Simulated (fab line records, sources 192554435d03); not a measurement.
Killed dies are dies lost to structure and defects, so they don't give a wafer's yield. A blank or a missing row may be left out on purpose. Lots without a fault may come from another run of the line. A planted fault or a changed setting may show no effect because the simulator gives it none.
Split-lot experiment | flow n5_finfet | 7 lots, 21 wafers read, on a route of 1938 steps

THE SPLIT
At N5_HKMG_FIN_HK_ALD_01 (deposits HfO2, target thk 1.6 nm, pulse time 3 s, purge time 3 s), the setting ald_cycles was moved away from the recipe's 30 on 7 of the 21 wafers read, by +3.3% to +16.7%. The other wafers ran this setting at the recipe's value.

FROM THE SPLIT TO THE READING: what the file shows between them, 4 steps
- N5_HKMG_FIN_HK_ANNEAL_02: time 30 s
- N5_HKMG_FIN_ALD_74: deposits La2O3, target thk 0.5 nm, pulse time 6 s, co reactant pulse time 1 s
- N5_HKMG_FIN_WET_ETCH_82: etches La2O3 in dHCl, stops on HfO2, target depth 2 nm, rinse time 30 s
- N5_HKMG_FIN_ALD_36: deposits TiN, target thk 1 nm, pulse time 1 s, purge time 3 s

THE READING
HK_THK, in nm, at N5_HKMG_FIN_THK_MEAS_70 (measures by xrf). Fault-free wafers of this fab line usually give 1.613 nm, standard deviation 0.022 nm.

wafer  | tool, chamber at the split | ald_cycles as run | against the recipe | HK_THK, nm | against lot-mates on the recipe
L077.1 | ald_hk-02, 1               | 30                | recipe             | 1.591      | -
L077.5 | ald_hk-02, 1               | 30                | recipe             | 1.581      | -
L077.6 | ald_hk-02, 0               | 33                | +10.0%             | 1.765      | +0.179
L084.2 | ald_hk-01, 2,3             | 31                | +3.3%              | 1.682      | +0.085
L084.5 | ald_hk-01, 0               | 30                | recipe             | 1.597      | -
L084.6 | ald_hk-01, 2,3             | 31                | +3.3%              | 1.646      | +0.049
L086.2 | ald_hk-03, 1,0,1           | 30                | recipe             | 1.591      | -
L086.5 | ald_hk-03, 1,0,1           | 30                | recipe             | 1.596      | -
L086.6 | ald_hk-03, 1,0,1           | 30                | recipe             | 1.623      | -
L087.1 | ald_hk-03, 2               | 30                | recipe             | 1.579      | -
L087.3 | ald_hk-03, 3,1             | 35                | +16.7%             | 1.861      | +0.282
L087.4 | ald_hk-03, 3,1             | 35                | +16.7%             | 1.858      | +0.279
L090.1 | ald_hk-03, 2,1,3           | 30                | recipe             | 1.612      | -
L090.3 | ald_hk-03, 2,1,3           | 30                | recipe             | 1.607      | -
L090.4 | ald_hk-03, 2,1,3           | 30                | recipe             | 1.603      | -
L094.2 | ald_hk-01, 0               | 30                | recipe             | 1.605      | -
L094.4 | ald_hk-01, 3,2             | 32                | +6.7%              | 1.726      | +0.121
L094.5 | ald_hk-01, 3,2             | 32                | +6.7%              | 1.720      | +0.115
L096.2 | ald_hk-02, 3,0,3           | 30                | recipe             | 1.602      | -
L096.5 | ald_hk-02, 3,0,3           | 30                | recipe             | 1.606      | -
L096.6 | ald_hk-02, 3,0,3           | 30                | recipe             | 1.607      | -
Where a row lists several chambers, the file gives one row for several wafers and doesn't say which wafer went through which chamber.

THE FIT
A straight line over all 21 wafers: HK_THK changes by +0.0159 nm for each +1% of ald_cycles; r = +0.99; the points scatter about the line by 0.013 nm.
The same after taking each lot's own level away (the mean of its wafers on the recipe; 21 wafers): +0.017 nm for each +1%; r = +1.00; scatter 0.0094 nm.
On that fit, the largest move of ald_cycles shifts the reading by 0.28 nm.
The lots' own levels span 1.5790 to 1.6073 nm, that is 1.3 times the standard deviation above.
So the lot-to-lot level changes the slope little: the two slopes agree.
Check: with one of the wafers moved furthest among these (+16.7%) left out of the fit, the line predicts +0.288 nm for it against its lot-mates. It came out at +0.282 nm against them.

OTHER SPLITS ON THESE WAFERS
These wafers also went through other splits before the reading. Each is held against what the fit with the lots' levels taken away leaves over:
other split on the same wafers     | wafers away from the commonest value | r with HK_THK (lot level and that fit taken away)
N5_DUMMY_GATE_COAT_28 spin_rpm     | 9                                    | -0.28
N5_SD_EPI_N_ETCH_45 target_depth_a | 12                                   | +0.05

THE FILE'S OWN FIT
HK_THK changes by +0.0172 nm for each +1% of ald_cycles, r = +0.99.
